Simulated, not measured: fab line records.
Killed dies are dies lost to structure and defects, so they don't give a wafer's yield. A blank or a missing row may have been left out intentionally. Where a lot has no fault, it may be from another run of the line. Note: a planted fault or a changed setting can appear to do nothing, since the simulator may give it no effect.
Chamber matching ; flow n5_finfet ; N5_MOL_CONTACT_COAG_ALD_133 on ald_sin-04: 4 sister chambers
The step deposits SiO2, target thk 5 nm, pulse time 1 s, co reactant pulse time 1 s. 16 wafers are shown with their chamber, then 8 later ones without.

WAFERS, EACH WITH ITS CHAMBER
wafer;chamber;heater_power_w (W);precursor_pulse_height_rel
L074.1;2;80;1.012
L074.2;3;65;0.980
L074.6;2;80;1.031
L075.2;1;76;0.970
L075.3;3;66;0.986
L075.6;0;77;1.013
L080.1;2;82;0.992
L080.2;1;78;0.989
L080.6;2;80;1.000
L082.1;3;66;1.046
L082.3;2;82;1.001
L082.4;0;75;1.012
L083.4;0;73;1.001
L083.5;2;82;1.017
L083.6;3;66;0.972
L087.1;1;76;1.006

SIGNATURES, as means of the wafers listed above
reading;chamber 0;chamber 1;chamber 2;chamber 3;scatter within a chamber
heater_power_w;75.00;76.67;81.00;65.75;1.2
precursor_pulse_height_rel;1.00867;0.98833;1.00883;0.99600;0.0207
Rule: for a wafer and a chamber, the distance is found by dividing, reading by reading, the gap between the wafer's reading and the chamber's mean by the reading's scatter, squaring, summing and taking the root. If the next closest chamber is less than 2 further off than the closest, the wafer can't be placed; otherwise it belongs to the closest. How the scatter is found: for the shown wafers, subtract from each reading the mean of its chamber, square and add these, divide the total by (wafers less chambers), then take the root.

WAFERS WITHOUT THEIR CHAMBER
wafer;heater_power_w (W);precursor_pulse_height_rel
L087.3;82;1.008
L087.6;76;1.017
L093.1;67;1.016
L093.2;79;1.030
L093.3;77;1.024
L093.4;75;1.022
L093.5;66;1.009
L093.6;83;1.008

WHICH CHAMBER EACH ONE RAN IN
wafer;from the rows above;in truth
L087.3;2;2
L087.6;can't be placed: 0 or 1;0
L093.1;3;3
L093.2;can't be placed: 2 or 1 or 0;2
L093.3;can't be placed: 1 or 0 or 2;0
L093.4;can't be placed: 0 or 1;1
L093.5;3;3
L093.6;2;2
Correct placement for 4 of the 8. Can't be placed from these rows: 4 (the true chamber is among the candidates in 4). Wrongly placed: 0.
